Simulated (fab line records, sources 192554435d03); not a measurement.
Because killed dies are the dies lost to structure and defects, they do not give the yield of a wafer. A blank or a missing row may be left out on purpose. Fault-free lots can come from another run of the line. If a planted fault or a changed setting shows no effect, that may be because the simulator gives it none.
fab line records + flow n5-finfet
[record]
- lots = 14
- wafers = 42
- last-day = 17
route steps=1938 shown BEOL_M0_SAQP@700 BEOL_M0_CUTY@706 BEOL_M0@718
lots untouched by any fault: they come from a run of this same line in which no faults occurred
start-h: hours from the record's opening day to when the first of the lot's shown wafers began + wait-h: hours elapsed since this lot's preceding step + " as in the row above + L1.1+2: several wafers, shown together as one row + - no value present, or no start provided + * or withheld: withheld + < > ~ a bound
route shown NAME@n: a module of which the file shows steps, and the number in the route of the first + usual: mean/standard deviation taken from wafers without a fault + same: alike in all rows + chamber/n: place in a boat + sites: each site's reading + _std_site: how widely they spread, as a standard deviation + _edge_site: inner sites' mean taken away from outer sites' mean + radius-mm: for every site, how far away it sits from the centre of the wafer + mask NAME#n: copy n + behind: tool/chamber where the wafer was last shaped + hold: why the lot went on hold/how many hours it stayed there/how the hold came to an end + device: names the non-switching transistor (n, p or np) + end of line: tests of these same wafers at the route's end + a step with no rows: only its recipe + killed: dies that structure and defects cost at the first sort, which is not the same as the wafer's yield + map: a wafer's dies, marking killed ones x, the rest . and places with no die _
set.NAME: the setting that was run; set.NAME@STEP: the one run at that earlier step + model.NAME: the simulator's own value behind a step, which no gauge read
route steps across a sampled set of lots; one table per step, one row per wafer
services: a tool's chamber out of use, with start hour (start-h, from the record's first day; less than 0 if before it), hours out, and reason
[[steps]]
[step N5_BEOL_M0_SAQP_STRIP_75]
[recipe]
- chemistry = CF4
- resist = SiARC
- power-w = 300
- bias-power-w = 75
- pressure-mtorr = 50
- cf4-flow-sccm = 150
- rf-frequency-hz = 6e+07
[usual]
- drypump-motor-current-A = 5.6/0.52
- oes-product-au = 0.185/0.019
- rf-vpp-V = 271.8/1.4
- showerhead-plenum-p-Torr = 1.82/0.053
- throttle-valve-pct = 13.53/0.27
| lot.wafer | tool        | chamber | start-h | wait-h | drypump-motor-current-A | oes-product-au | rf-hours-counter-h | rf-vpp-V | showerhead-plenum-p-Torr | throttle-valve-pct |
|-----------|-------------|---------|---------|--------|-------------------------|----------------|--------------------|----------|--------------------------|--------------------|
| L947.2    | rie-diel-02 | 0       | 118.63  | 0.1    | 6.1                     | 0.178          | 126                | 273.4    | 1.87                     | 13.22              |
| L947.3    | "           | 1       | "       | "      | 5.8                     | 0.162          | 221                | 272.0    | 1.77                     | 14.03              |
| L947.4    | "           | 2       | "       | "      | 5.0                     | 0.190          | 66                 | 270.5    | 1.75                     | 13.50              |
| L949.3    | rie-diel-01 | 0       | 125.94  | 0.1    | 5.8                     | 0.203          | 32                 | 273.4    | 1.90                     | 13.54              |
| L949.5    | "           | 0       | "       | "      | 5.8                     | 0.195          | -                  | 276.0    | 1.90                     | 13.55              |
| L949.6    | "           | 1       | "       | "      | 5.7                     | 0.178          | -                  | 272.3    | 1.81                     | 13.50              |
| L953.3    | rie-diel-03 | 3       | 145.67  | 0.1    | 5.8                     | 0.202          | 16                 | 272.8    | 1.83                     | 13.34              |
| L953.4    | "           | 0       | "       | "      | 5.6                     | 0.222          | 9                  | 270.7    | 1.76                     | 12.96              |
| L953.5    | "           | 1       | "       | "      | 6.5                     | 0.168          | -                  | 273.5    | 1.85                     | 13.69              |
| L954.3    | rie-diel-01 | 3       | 155.52  | 0.1    | 5.5                     | 0.210          | 29                 | 271.9    | 1.84                     | 13.43              |
| L954.5    | "           | 0       | "       | "      | 5.8                     | 0.198          | -                  | 273.1    | 1.90                     | 13.56              |
| L954.6    | "           | 1       | "       | "      | 5.7                     | 0.180          | -                  | 271.6    | 1.81                     | 13.52              |
| L955.1    | rie-diel-03 | 0       | 162.92  | 0.1    | 5.7                     | 0.219          | 15                 | 270.9    | 1.76                     | 12.98              |
| L955.4    | "           | 3       | "       | "      | 5.7                     | 0.209          | 21                 | 273.2    | 1.83                     | 13.36              |
| L955.6    | "           | 2       | "       | "      | 6.4                     | 0.205          | -                  | 272.1    | 1.90                     | 13.34              |
| L957.1    | rie-diel-03 | 0       | 181.33  | 0.1    | 5.7                     | 0.219          | 19                 | 269.4    | 1.76                     | 12.98              |
| L957.2    | "           | 3       | "       | "      | 5.7                     | 0.207          | 25                 | 272.3    | 1.83                     | 13.37              |
| L957.6    | "           | 2       | "       | "      | 6.4                     | 0.207          | -                  | 273.9    | 1.90                     | 13.37              |
| L958.3    | rie-diel-02 | 0       | 183.32  | 0.1    | 6.1                     | 0.173          | 144                | 272.1    | 1.86                     | 13.27              |
| L958.5    | "           | 0       | "       | "      | 6.1                     | 0.181          | -                  | 274.0    | 1.86                     | 13.27              |
| L958.6    | "           | 3       | "       | "      | 4.9                     | 0.160          | -                  | 272.8    | 1.84                     | 13.88              |
| L959.1    | rie-diel-03 | 3       | 194.93  | 0.1    | 5.7                     | 0.208          | 29                 | 271.4    | 1.82                     | 13.37              |
| L959.5    | "           | 0       | "       | "      | 5.6                     | 0.223          | -                  | 270.4    | 1.75                     | 13.00              |
| L959.6    | "           | 3       | "       | "      | 5.7                     | 0.211          | -                  | 272.6    | 1.82                     | 13.36              |
| L964.1    | rie-diel-03 | 1       | 215.85  | 0.1    | 6.6                     | 0.169          | 211                | 272.9    | 1.84                     | 13.73              |
| L964.2    | "           | 2       | "       | "      | 6.4                     | 0.182          | 49                 | 274.6    | 1.89                     | 13.40              |
| L964.3    | "           | 0       | "       | "      | 5.6                     | 0.215          | 29                 | 270.2    | 1.75                     | 13.02              |
| L965.2    | rie-diel-01 | 3       | 224.04  | 0.1    | 5.5                     | 0.201          | 48                 | 272.7    | 1.83                     | 13.47              |
| L965.4    | "           | 0       | "       | "      | 5.8                     | 0.186          | 60                 | 273.3    | 1.89                     | 13.61              |
| L965.5    | "           | 0       | "       | "      | 5.8                     | 0.192          | -                  | 271.5    | 1.89                     | 13.61              |
| L967.1    | rie-diel-01 | 3       | 235.00  | 0.1    | 5.5                     | 0.197          | 51                 | 272.1    | 1.83                     | 13.47              |
| L967.3    | "           | 2       | "       | "      | 4.9                     | 0.183          | 96                 | 269.8    | 1.74                     | 13.34              |
| L967.4    | "           | 0       | "       | "      | 5.8                     | 0.193          | 63                 | 273.0    | 1.89                     | 13.62              |
| L968.2    | rie-diel-01 | 0       | 238.87  | 0.1    | 5.8                     | 0.189          | 65                 | 273.5    | 1.89                     | 13.62              |
| L968.4    | "           | 2       | "       | "      | 4.9                     | 0.188          | 97                 | 269.6    | 1.74                     | 13.34              |
| L968.5    | "           | 1       | "       | "      | 5.7                     | 0.175          | -                  | 271.8    | 1.80                     | 13.58              |
| L969.1    | rie-diel-02 | 1       | 249.32  | 0.1    | 5.8                     | 0.223          | 4                  | 271.6    | 1.76                     | 13.50              |
| L969.3    | "           | 2       | "       | "      | 5.1                     | 0.180          | 105                | 269.7    | 1.74                     | 13.58              |
| L969.6    | "           | 0       | "       | "      | 6.1                     | 0.175          | -                  | 271.9    | 1.85                     | 13.32              |
| L970.3    | rie-diel-02 | 3       | 251.82  | 0.1    | 4.9                     | 0.156          | 257                | 271.7    | 1.84                     | 13.94              |
| L970.4    | "           | 1       | "       | "      | 5.8                     | 0.217          | 5                  | 269.7    | 1.76                     | 13.51              |
| L970.6    | "           | 1       | "       | "      | 5.8                     | 0.228          | -                  | 270.9    | 1.76                     | 13.50              |
[step N5_BEOL_M0_CUTY_PEB_55]
[recipe]
- peb-temp-c = 110
- peb-time-s = 60
- resist = CAR-ArF-block
[usual]
- chill-plate-temp-C = 23.01/0.12
- exhaust-pa = 45.2/0.96
| lot.wafer | tool           | chamber | start-h | wait-h | chill-plate-temp-C | exhaust-pa |
|-----------|----------------|---------|---------|--------|--------------------|------------|
| L947.2    | litho-track-04 | 0       | 118.96  | 0.0    | 23.24              | 44.7       |
| L947.3    | "              | 0       | "       | "      | 23.06              | 45.5       |
| L947.4    | "              | 0       | "       | "      | 23.09              | 45.5       |
| L949.3    | litho-track-03 | 0       | 126.14  | 0.0    | 22.94              | 43.8       |
| L949.5    | "              | 0       | "       | "      | 23.20              | 45.4       |
| L949.6    | "              | 0       | "       | "      | 23.03              | 45.2       |
| L953.3    | litho-track-05 | 0       | 146.00  | 0.0    | 22.90              | 45.3       |
| L953.4    | "              | 0       | "       | "      | 23.00              | 43.8       |
| L953.5    | "              | 0       | "       | "      | 22.87              | 44.7       |
| L954.3    | litho-track-05 | 0       | 155.85  | 0.0    | 23.05              | 44.5       |
| L954.5    | "              | 0       | "       | "      | 23.01              | 44.9       |
| L954.6    | "              | 0       | "       | "      | 23.08              | 44.9       |
| L955.1    | litho-track-04 | 0       | 163.25  | 0.1    | 23.03              | 45.6       |
| L955.4    | "              | 0       | "       | "      | 22.94              | 46.6       |
| L955.6    | "              | 0       | "       | "      | 23.08              | 46.9       |
| L957.1    | litho-track-05 | 0       | 181.53  | 0.1    | 23.12              | 45.7       |
| L957.2    | "              | 0       | "       | "      | 23.22              | 45.6       |
| L957.6    | "              | 0       | "       | "      | 23.09              | 45.3       |
| L958.3    | litho-track-03 | 0       | 183.66  | 0.0    | 23.09              | 45.6       |
| L958.5    | "              | 0       | "       | "      | 23.17              | 46.8       |
| L958.6    | "              | 0       | "       | "      | 22.91              | 46.1       |
| L959.1    | litho-track-05 | 0       | 195.25  | 0.1    | 23.09              | 44.5       |
| L959.5    | "              | 0       | "       | "      | 23.06              | 45.2       |
| L959.6    | "              | 0       | "       | "      | 23.10              | 45.3       |
| L964.1    | litho-track-03 | -       | 216.18  | 0.1    | -                  | -          |
| L964.2    | "              | -       | "       | "      | -                  | -          |
| L964.3    | "              | -       | "       | "      | -                  | -          |
| L965.2    | litho-track-04 | -       | 224.37  | 0.0    | -                  | -          |
| L965.4    | "              | -       | "       | "      | -                  | -          |
| L965.5    | "              | -       | "       | "      | -                  | -          |
| L967.1    | litho-track-04 | 0       | 235.32  | 0.1    | 23.10              | 44.7       |
| L967.3    | "              | 0       | "       | "      | 23.12              | 44.1       |
| L967.4    | "              | 0       | "       | "      | 22.98              | 44.4       |
| L968.2    | litho-track-05 | 0       | 239.07  | 0.0    | 23.07              | 43.9       |
| L968.4    | "              | 0       | "       | "      | 23.03              | 44.5       |
| L968.5    | "              | 0       | "       | "      | 23.10              | 45.0       |
| L969.1    | litho-track-04 | 0       | 249.67  | 0.1    | 23.05              | 46.6       |
| L969.3    | "              | 0       | "       | "      | 22.89              | 45.6       |
| L969.6    | "              | 0       | "       | "      | 22.89              | 47.0       |
| L970.3    | litho-track-04 | 0       | 252.02  | 0.0    | 22.94              | 45.5       |
| L970.4    | "              | 0       | "       | "      | 22.98              | 44.8       |
| L970.6    | "              | 0       | "       | "      | 22.89              | 44.5       |
[step N5_BEOL_M0_CUTY_ETCH_62]
[recipe]
- chemistry = CF4
- target = SiARC
- mask-material = CAR-ArF-block
- time-s = 58.5
- ion-energy-ev = 80
- pressure-mtorr = 40
- source-w = 545
- bias-w = 36
- Ar_flow_sccm = 100
- cf4-flow-sccm = 100
- ends = cleared
[usual]
- drypump-motor-current-A = 5.8/0.39
- etch-rf-on-time-s = 58.3/0.62
- mfc-ar-sccm = 99.99/0.29
- oes-product-au = 0.69/0.072
- rf-vpp-V = 184.2/1.2
- showerhead-plenum-p-Torr = 2.16/0.072
- throttle-valve-pct = 15.47/0.2
| lot.wafer | tool        | chamber | start-h | wait-h | drypump-motor-current-A | etch-rf-on-time-s | mfc-ar-sccm | oes-product-au | rf-hours-counter-h | rf-vpp-V | showerhead-plenum-p-Torr | throttle-valve-pct |
|-----------|-------------|---------|---------|--------|-------------------------|-------------------|-------------|----------------|--------------------|----------|--------------------------|--------------------|
| L947.2    | rie-diel-05 | 3       | 119.15  | 0.0    | 5.9                     | 59.8              | 99.85       | 0.56           | 217                | 183.7    | 2.12                     | 15.77              |
| L947.3    | "           | 2       | "       | "      | 5.8                     | 57.7              | 100.66      | 0.85           | 1                  | 184.9    | 2.19                     | 14.98              |
| L947.4    | "           | 3       | "       | "      | 5.9                     | 59.4              | 100.16      | 0.58           | -                  | 184.3    | 2.12                     | 15.76              |
| L949.3    | rie-diel-04 | 1       | 126.33  | 0.0    | 6.0                     | 57.3              | 100.07      | 0.76           | 38                 | 184.8    | 2.19                     | 15.19              |
| L949.5    | "           | 2       | "       | "      | 5.9                     | 57.6              | 100.18      | 0.71           | -                  | 183.7    | 2.17                     | 15.70              |
| L949.6    | "           | 3       | "       | "      | 5.6                     | 58.3              | 99.56       | 0.59           | -                  | 183.7    | 2.19                     | 15.68              |
| L953.3    | rie-diel-06 | 1       | 146.40  | 0.0    | 6.4                     | 58.7              | 99.78       | 0.75           | 58                 | 186.0    | 2.26                     | 15.47              |
| L953.4    | "           | 0       | "       | "      | 5.9                     | 58.7              | 100.23      | 0.63           | 143                | 183.3    | 2.14                     | 15.45              |
| L953.5    | "           | 2       | "       | "      | 5.6                     | 58.4              | 99.64       | 0.67           | -                  | 183.6    | 2.06                     | 15.63              |
| L954.3    | rie-diel-04 | 2       | 156.17  | 0.0    | 5.9                     | 58.3              | 99.61       | 0.70           | 86                 | 183.6    | 2.16                     | 15.71              |
| L954.5    | "           | 0       | "       | "      | 5.4                     | 59.0              | 100.07      | 0.74           | -                  | 184.0    | 2.18                     | 15.49              |
| L954.6    | "           | 3       | "       | "      | 5.6                     | 56.9              | 99.98       | 0.86           | -                  | 184.1    | 2.19                     | 15.18              |
| L955.1    | rie-diel-06 | 0       | 163.55  | 0.0    | 5.9                     | 58.8              | 100.09      | 0.63           | 148                | 183.3    | 2.14                     | 15.45              |
| L955.4    | "           | 2       | "       | "      | 5.6                     | 57.7              | 99.55       | 0.66           | 151                | 184.9    | 2.06                     | 15.65              |
| L955.6    | "           | 3       | "       | "      | 6.6                     | 58.1              | 100.21      | 0.58           | -                  | 182.7    | 2.03                     | 15.36              |
| L957.1    | rie-diel-06 | 2       | 182.58  | 0.0    | 5.7                     | 58.2              | 99.40       | 0.65           | 156                | 182.3    | 2.06                     | 15.65              |
| L957.2    | "           | 3       | "       | "      | 6.6                     | 59.2              | 100.33      | 0.58           | 235                | 182.5    | 2.03                     | 15.37              |
| L957.6    | "           | 2       | "       | "      | 5.7                     | 58.7              | 100.20      | 0.65           | -                  | 184.8    | 2.06                     | 15.64              |
| L958.3    | rie-diel-04 | 2       | 184.19  | 0.0    | 5.9                     | 58.1              | 100.14      | 0.69           | 93                 | 184.3    | 2.16                     | 15.73              |
| L958.5    | "           | 3       | "       | "      | 5.6                     | 56.8              | 100.14      | 0.82           | -                  | 184.3    | 2.19                     | 15.20              |
| L958.6    | "           | 2       | "       | "      | 5.9                     | 57.6              | 99.55       | 0.69           | -                  | 183.9    | 2.16                     | 15.73              |
| L959.1    | rie-diel-06 | 2       | 195.44  | 0.0    | 5.6                     | 58.8              | 100.00      | 0.64           | 161                | 182.4    | 2.05                     | 15.67              |
| L959.5    | "           | 2       | "       | "      | 5.6                     | 58.4              | 100.38      | 0.65           | -                  | 183.3    | 2.05                     | 15.64              |
| L959.6    | "           | 1       | "       | "      | 6.4                     | 58.7              | 99.96       | 0.72           | -                  | 184.8    | 2.26                     | 15.52              |
| L964.1    | rie-diel-06 | 0       | 216.37  | 0.0    | 5.9                     | 58.6              | 100.14      | 0.62           | 166                | 182.7    | 2.13                     | 15.49              |
| L964.2    | "           | 2       | "       | "      | 5.6                     | 57.4              | 99.77       | 0.65           | 167                | 183.7    | 2.05                     | 15.69              |
| L964.3    | "           | 3       | "       | "      | 6.6                     | 57.6              | 100.15      | 0.58           | 246                | 182.1    | 2.02                     | 15.40              |
| L965.2    | rie-diel-04 | 2       | 224.72  | 0.0    | 5.9                     | 57.9              | 99.86       | 0.68           | 109                | 184.7    | 2.15                     | 15.76              |
| L965.4    | "           | 0       | "       | "      | 5.5                     | 58.9              | 99.88       | 0.72           | 64                 | 183.7    | 2.17                     | 15.53              |
| L965.5    | "           | 0       | "       | "      | 5.4                     | 59.1              | 99.76       | 0.73           | -                  | 185.1    | 2.17                     | 15.53              |
| L967.1    | rie-diel-05 | 0       | 235.51  | 0.0    | 5.1                     | 58.6              | 99.38       | 0.73           | 38                 | 184.8    | 2.26                     | 15.56              |
| L967.3    | "           | 2       | "       | "      | 5.8                     | 58.5              | 100.45      | 0.75           | 44                 | 185.6    | 2.17                     | 15.06              |
| L967.4    | "           | 2       | "       | "      | 5.8                     | 58.1              | 100.30      | 0.74           | -                  | 185.1    | 2.17                     | 15.07              |
| L968.2    | rie-diel-04 | 1       | 239.69  | 0.0    | 6.0                     | 57.8              | 99.54       | 0.71           | 80                 | 183.1    | 2.17                     | 15.25              |
| L968.4    | "           | 0       | "       | "      | 5.4                     | 58.7              | 100.47      | 0.72           | 69                 | 184.1    | 2.17                     | 15.54              |
| L968.5    | "           | 1       | "       | "      | 6.0                     | 57.7              | 99.82       | 0.71           | -                  | 183.9    | 2.17                     | 15.27              |
| L969.1    | rie-diel-06 | 1       | 250.00  | 0.0    | 6.5                     | 58.4              | 100.09      | 0.71           | 91                 | 183.3    | 2.25                     | 15.55              |
| L969.3    | "           | 0       | "       | "      | 5.9                     | 58.6              | 100.24      | 0.61           | 180                | 184.3    | 2.13                     | 15.49              |
| L969.6    | "           | 0       | "       | "      | 5.9                     | 58.5              | 100.40      | 0.61           | -                  | 184.7    | 2.13                     | 15.50              |
| L970.3    | rie-diel-04 | 3       | 252.24  | 0.0    | 5.6                     | 57.7              | 100.49      | 0.75           | 34                 | 183.9    | 2.18                     | 15.25              |
| L970.4    | "           | 1       | "       | "      | 6.0                     | 58.2              | 99.93       | 0.70           | 85                 | 183.7    | 2.17                     | 15.26              |
| L970.6    | "           | 3       | "       | "      | 5.6                     | 57.6              | 100.41      | 0.76           | -                  | 185.9    | 2.18                     | 15.24              |
[step N5_BEOL_M0_STRIP_104]
[recipe]
- chemistry = N2/H2
- power-w = 450
- temp-c = 40
- pressure-mtorr = 20
- rf-frequency-hz = 6e+07
- overash-fraction = 0.3
- bias-power-w = 7
- h2-frac = 0.5
- n2-flow-sccm = 200
- h2-flow-sccm = 200
[usual]
- drypump-motor-current-A = 5.8/0.38
- n2-flow-sccm = 200.1/0.58
- oes-product-au = 0.81/0.088
- rf-vpp-V = 59.3/1.7
- showerhead-plenum-p-Torr = 2.57/0.084
- throttle-valve-pct = 23.40/0.3
| lot.wafer | tool        | chamber | start-h | wait-h | drypump-motor-current-A | n2-flow-sccm | oes-product-au | rf-hours-counter-h | rf-vpp-V | showerhead-plenum-p-Torr | throttle-valve-pct |
|-----------|-------------|---------|---------|--------|-------------------------|--------------|----------------|--------------------|----------|--------------------------|--------------------|
| L947.2    | rie-diel-06 | 2       | 119.79  | 0.0    | 5.6                     | 200.0        | 0.78           | 135                | 59.4     | 2.44                     | 23.56              |
| L947.3    | "           | 1       | "       | "      | 6.5                     | 201.2        | 0.88           | 48                 | 58.2     | 2.69                     | 23.53              |
| L947.4    | "           | 2       | "       | "      | 5.6                     | 200.1        | 0.79           | -                  | 57.0     | 2.44                     | 23.60              |
| L949.3    | rie-diel-04 | 1       | 126.82  | 0.0    | 6.0                     | 200.1        | 0.90           | 38                 | 60.0     | 2.59                     | 23.08              |
| L949.5    | "           | 0       | "       | "      | 5.4                     | 200.5        | 0.91           | -                  | 60.2     | 2.58                     | 23.28              |
| L949.6    | "           | 1       | "       | "      | 6.0                     | 199.3        | 0.90           | -                  | 61.2     | 2.59                     | 23.05              |
| L953.3    | rie-diel-04 | 1       | 147.76  | 0.0    | 6.0                     | 198.3        | 0.87           | 47                 | 61.3     | 2.59                     | 23.09              |
| L953.4    | "           | 2       | "       | "      | 5.9                     | 200.5        | 0.82           | -                  | 58.6     | 2.57                     | 23.93              |
| L953.5    | "           | 1       | "       | "      | 6.0                     | 198.4        | 0.87           | -                  | 60.0     | 2.59                     | 23.11              |
| L954.3    | rie-diel-06 | 1       | 159.15  | 0.0    | 6.5                     | 200.2        | 0.88           | 62                 | 61.2     | 2.69                     | 23.53              |
| L954.5    | "           | 0       | "       | "      | 5.9                     | 200.8        | 0.75           | -                  | 58.1     | 2.54                     | 23.36              |
| L954.6    | "           | 1       | "       | "      | 6.5                     | 200.0        | 0.86           | -                  | 58.8     | 2.69                     | 23.54              |
| L955.1    | rie-diel-04 | 0       | 167.86  | 0.0    | 5.4                     | 200.9        | 0.86           | 49                 | 57.6     | 2.57                     | 23.31              |
| L955.4    | "           | 1       | "       | "      | 6.0                     | 199.5        | 0.86           | 56                 | 56.9     | 2.58                     | 23.08              |
| L955.6    | "           | 1       | "       | "      | 6.0                     | 200.7        | 0.84           | -                  | 62.8     | 2.58                     | 23.09              |
| L957.1    | rie-diel-06 | 3       | 183.24  | 0.0    | 6.6                     | 200.3        | 0.68           | 236                | 60.6     | 2.40                     | 23.35              |
| L957.2    | "           | 2       | "       | "      | 5.7                     | 200.2        | 0.78           | 157                | 56.5     | 2.44                     | 23.60              |
| L957.6    | "           | 0       | "       | "      | 5.9                     | 199.3        | 0.73           | -                  | 62.0     | 2.53                     | 23.34              |
| L958.3    | rie-diel-05 | 2       | 184.78  | 0.0    | 5.8                     | 199.3        | 0.92           | 23                 | 59.3     | 2.59                     | 22.79              |
| L958.5    | "           | 2       | "       | "      | 5.8                     | 199.9        | 0.93           | -                  | 59.2     | 2.59                     | 22.83              |
| L958.6    | "           | 1       | "       | "      | 5.6                     | 201.0        | 0.75           | -                  | 61.8     | 2.65                     | 23.36              |
| L959.1    | rie-diel-04 | 3       | 196.60  | 0.0    | 5.6                     | 200.9        | 0.94           | 14                 | 58.3     | 2.59                     | 23.23              |
| L959.5    | "           | 2       | "       | "      | 5.9                     | 200.6        | 0.79           | -                  | 57.7     | 2.56                     | 23.93              |
| L959.6    | "           | 1       | "       | "      | 6.0                     | 199.5        | 0.84           | -                  | 56.1     | 2.58                     | 23.13              |
| L967.1    | rie-diel-05 | 1       | 238.77  | 0.0    | 5.6                     | 199.3        | 0.73           | 162                | 59.5     | 2.64                     | 23.41              |
| L967.3    | "           | 0       | "       | "      | 5.0                     | 200.9        | 0.88           | 40                 | 62.7     | 2.70                     | 23.77              |
| L967.4    | "           | 1       | "       | "      | 5.6                     | 199.7        | 0.72           | -                  | 62.8     | 2.65                     | 23.36              |
| L968.2    | rie-diel-06 | 0       | 242.25  | 0.0    | 5.9                     | 200.9        | 0.72           | 177                | 57.9     | 2.53                     | 23.40              |
| L968.4    | "           | 2       | "       | "      | 5.7                     | 200.4        | 0.75           | -                  | 58.4     | 2.43                     | 23.62              |
| L968.5    | "           | 0       | "       | "      | 5.9                     | 200.1        | 0.72           | -                  | 60.5     | 2.53                     | 23.42              |
| L969.1    | rie-diel-06 | 3       | 250.61  | 0.0    | 6.6                     | 199.7        | 1.02           | 0                  | 62.2     | 2.72                     | 23.01              |
| L969.3    | "           | 0       | "       | "      | 5.9                     | 200.2        | 0.72           | 180                | 57.1     | 2.52                     | 23.41              |
| L969.6    | "           | 0       | "       | "      | 5.9                     | 199.6        | 0.71           | -                  | 58.8     | 2.52                     | 23.43              |
| L970.3    | rie-diel-04 | 1       | 254.55  | 0.0    | 6.0                     | 201.1        | 0.82           | 85                 | 61.7     | 2.57                     | 23.11              |
| L970.4    | "           | 0       | "       | "      | 5.4                     | 199.6        | 0.84           | 75                 | 62.2     | 2.56                     | 23.35              |
| L970.6    | "           | 0       | "       | "      | 5.4                     | 199.9        | 0.84           | -                  | 58.2     | 2.56                     | 23.32              |
[[services]]
| tool        | chamber | start-h | hours | kind                          |
|-------------|---------|---------|-------|-------------------------------|
| rie-diel-03 | 0       | 102.26  | -     | clean                         |
| rie-diel-03 | 0       | 102.26  | -     | consumable-replace:focus-ring |
| rie-diel-03 | 0       | 102.26  | 15.1  | scheduled-down                |
| rie-diel-03 | 0       | 102.26  | 15.1  | vent-cycle                    |
| rie-diel-04 | 1       | 104.02  | 9.3   | repair                        |
| rie-diel-05 | 2       | 132.80  | 6.0   | repair                        |
| rie-diel-01 | 3       | 135.89  | 14.2  | repair                        |
| rie-diel-04 | 3       | 137.04  | -     | clean                         |
| rie-diel-04 | 3       | 137.04  | -     | consumable-replace:focus-ring |
| rie-diel-04 | 3       | 137.04  | 17.2  | scheduled-down                |
| rie-diel-04 | 3       | 137.04  | 17.2  | vent-cycle                    |
| rie-diel-02 | 0       | 141.71  | 3.3   | repair                        |
| rie-diel-03 | 3       | 151.46  | 4.3   | repair                        |
| rie-diel-03 | 2       | 170.31  | 8.0   | repair                        |
| rie-diel-03 | 3       | 214.67  | 3.1   | repair                        |
| rie-diel-01 | 0       | 216.59  | 1.2   | repair                        |
| rie-diel-02 | -       | 219.04  | 0.7   | repair                        |
| rie-diel-03 | 2       | 224.91  | 9.3   | repair                        |
| rie-diel-06 | 3       | 228.27  | -     | clean                         |
| rie-diel-06 | 3       | 228.27  | -     | consumable-replace:focus-ring |
| rie-diel-06 | 3       | 228.27  | -     | consumable-replace:showerhead |
| rie-diel-06 | 3       | 228.27  | 22.3  | scheduled-down                |
| rie-diel-06 | 3       | 228.27  | 22.3  | vent-cycle                    |
| rie-diel-03 | 0       | 240.51  | 12.8  | repair                        |
[[key]]
[first-sign]
- step = N5_BEOL_M0_CUTY_PEB_55
- reading = tool-record
- direction = missing
effect none on later readings
met-at N5_BEOL_M0_CUTY_PEB_55
struck-lots L964,L965
later-rows-left-out L964.1,L964.2,L964.3,L965.2,L965.4,L965.5
sort-left-out L964.1,L964.2,L964.3,L965.2,L965.4,L965.5
not-acting-at N5_BEOL_M0_SAQP_STRIP_75,N5_BEOL_M0_CUTY_ETCH_62,N5_BEOL_M0_STRIP_104
onset-between 183.66 216.18
[fault]
- kind = skipped-step-whole
- tool = litho-track-03,litho-track-04
- chamber = -
- onset-h = 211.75
- steps = N5_BEOL_M0_CUTY_PEB_55
- scope = struck-lots-only
// sort-left-out: the simulated sort isn't trusted on such a fault, so these wafers' sort isn't shown, and their yield isn't known
// later-rows-left-out: the simulator's readings of these wafers behind a module that went badly wrong aren't trusted and aren't shown, but for the sort
